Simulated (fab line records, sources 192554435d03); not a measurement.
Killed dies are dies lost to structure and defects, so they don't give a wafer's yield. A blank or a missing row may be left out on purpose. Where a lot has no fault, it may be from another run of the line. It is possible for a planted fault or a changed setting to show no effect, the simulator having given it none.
Check for tools in common :: flow n5 finfet :: 10 lots and 29 wafers in the sample

## WHAT PROMPTED THE OPENING
Of 10 lots, 2 have the reading NWELL_OVL flagged at N5_WELL_APT_OVL_MEAS_09. Fault-free wafers read 1 nm, with a standard deviation of 5.
Rule: a lot is flagged in two cases, either no wafer of it has a number, or all its wafers with numbers fall more than 4 standard deviations from that mean. All remaining lots are regarded as sound.

lot: L119
measured: day 1 13:46
on: overlay-02
NWELL_OVL (nm), wafer by wafer: -1 -6 0
flag: 

lot: L121
measured: day 2 01:50
on: overlay-02
NWELL_OVL (nm), wafer by wafer: -8 -4
flag: 

lot: L124
measured: day 2 19:55
on: overlay-01
NWELL_OVL (nm), wafer by wafer: 8 2 -3
flag: 

lot: L125
measured: day 3 01:49
on: overlay-02
NWELL_OVL (nm), wafer by wafer: 6 2 6
flag: 

lot: L127
measured: day 3 13:35
on: overlay-02
NWELL_OVL (nm), wafer by wafer: 5 14 5
flag: 

lot: L130
measured: day 4 07:38
on: overlay-02
NWELL_OVL (nm), wafer by wafer: 10 4 5
flag: 

lot: L132
measured: day 4 19:43
on: overlay-01
NWELL_OVL (nm), wafer by wafer: 2 1 -3
flag: 

lot: L137
measured: day 6 01:50
on: overlay-02
NWELL_OVL (nm), wafer by wafer: 34 28 31
flag: FLAGGED

lot: L139
measured: day 6 13:50
on: overlay-02
NWELL_OVL (nm), wafer by wafer: 28 36 32
flag: FLAGGED

lot: L142
measured: day 7 07:44
on: overlay-02
NWELL_OVL (nm), wafer by wafer: 2 4 1
flag: 
On average the flagged lots' numbers are 32 nm, which is +30 nm against the usual, or +6 standard deviations.

## WHICH TOOL EACH LOT WENT THROUGH
Before the reading, the record contains 2 process steps out of a 1938-step route. Each cell gives the tool, then ch followed by the chambers the sampled wafers passed through, then the start.
lot: L119
flag: 
N5_ZERO_LAYER_ETCH_18: rie si-06 ch 0,1,2, day 1 12:47
N5_WELL_APT_EXPOSE_05: krf scanner-01 ch 0, day 1 13:34

lot: L121
flag: 
N5_ZERO_LAYER_ETCH_18: rie si-02 ch 1,3, day 2 00:55
N5_WELL_APT_EXPOSE_05: krf scanner-01 ch 0, day 2 01:38

lot: L124
flag: 
N5_ZERO_LAYER_ETCH_18: rie si-01 ch 0,2, day 2 19:07
N5_WELL_APT_EXPOSE_05: krf scanner-02 ch 0, day 2 19:43

lot: L125
flag: 
N5_ZERO_LAYER_ETCH_18: rie si-02 ch 0,2,3, day 3 00:53
N5_WELL_APT_EXPOSE_05: krf scanner-01 ch 0, day 3 01:37

lot: L127
flag: 
N5_ZERO_LAYER_ETCH_18: rie si-02 ch 0,3, day 3 12:47
N5_WELL_APT_EXPOSE_05: krf scanner-02 ch 0, day 3 13:23

lot: L130
flag: 
N5_ZERO_LAYER_ETCH_18: rie si-02 ch 0,1, day 4 06:49
N5_WELL_APT_EXPOSE_05: krf scanner-02 ch 0, day 4 07:26

lot: L132
flag: 
N5_ZERO_LAYER_ETCH_18: rie si-06 ch 0,3, day 4 18:55
N5_WELL_APT_EXPOSE_05: krf scanner-01 ch 0, day 4 19:31

lot: L137
flag: FLAGGED
N5_ZERO_LAYER_ETCH_18: rie si-02 ch 1,2, day 6 00:55
N5_WELL_APT_EXPOSE_05: krf scanner-01 ch 0, day 6 01:39

lot: L139
flag: FLAGGED
N5_ZERO_LAYER_ETCH_18: rie si-02 ch 0,2,3, day 6 12:55
N5_WELL_APT_EXPOSE_05: krf scanner-01 ch 0, day 6 13:39

lot: L142
flag: 
N5_ZERO_LAYER_ETCH_18: rie si-06 ch 0,1,3, day 7 06:56
N5_WELL_APT_EXPOSE_05: krf scanner-02 ch 0, day 7 07:32
What these steps do:
- N5_ZERO_LAYER_ETCH_18: etches Si in HBr/Cl2, target depth 120 nm, time 40 s.
- N5_WELL_APT_EXPOSE_05: exposes mask NWELL, defocus 0 nm, target cd 200 nm.
- N5_WELL_APT_OVL_MEAS_09

## FLAGGED AGAINST TOTAL, ONE TOOL AT A TIME (gauges that did the reading follow at the end)
step: N5_ZERO_LAYER_ETCH_18
tool: rie si-01
lots run: 1
flagged: 0
share of the flagged lots: none
sound lots run after its first flagged lot: -

step: N5_ZERO_LAYER_ETCH_18
tool: rie si-02
lots run: 6
flagged: 2
share of the flagged lots: all
sound lots run after its first flagged lot: 0

step: N5_ZERO_LAYER_ETCH_18
tool: rie si-06
lots run: 3
flagged: 0
share of the flagged lots: none
sound lots run after its first flagged lot: -

step: N5_WELL_APT_EXPOSE_05
tool: krf scanner-01
lots run: 6
flagged: 2
share of the flagged lots: all
sound lots run after its first flagged lot: 0

step: N5_WELL_APT_EXPOSE_05
tool: krf scanner-02
lots run: 4
flagged: 0
share of the flagged lots: none
sound lots run after its first flagged lot: -

step: N5_WELL_APT_OVL_MEAS_09
tool: overlay-01
lots run: 2
flagged: 0
share of the flagged lots: none
sound lots run after its first flagged lot: -

step: N5_WELL_APT_OVL_MEAS_09
tool: overlay-02
lots run: 8
flagged: 2
share of the flagged lots: all
sound lots run after its first flagged lot: 1 (L142)

## WHAT IS ALLOWED BY THE TABLE
3 rows of the table ran every flagged lot: rie si-02 at N5_ZERO_LAYER_ETCH_18, krf scanner-01 at N5_WELL_APT_EXPOSE_05, overlay-02 at N5_WELL_APT_OVL_MEAS_09.
- rie si-02 at N5_ZERO_LAYER_ETCH_18: 2 of its 6 lots flagged. A fault beginning between L130 (day 4 06:49), its last sound lot, and L137 (day 6 00:55), its first flagged one, fits the data.
- krf scanner-01 at N5_WELL_APT_EXPOSE_05: 2 of its 6 lots flagged. A fault beginning between L132 (day 4 19:31), its last sound lot, and L137 (day 6 01:39), its first flagged one, fits the data.
- overlay-02 at N5_WELL_APT_OVL_MEAS_09: 2 of its 8 lots flagged. Lots that were sound ran on it after the first flagged one (L142); a persistent fault on the entire tool would not allow that.
Because each of these 2 tools fits a fault that began at some hour, counting lots does not separate them. More lots, or a look at what each step does to the wafer, might.

## WHAT THE SIMULATOR PUT IN
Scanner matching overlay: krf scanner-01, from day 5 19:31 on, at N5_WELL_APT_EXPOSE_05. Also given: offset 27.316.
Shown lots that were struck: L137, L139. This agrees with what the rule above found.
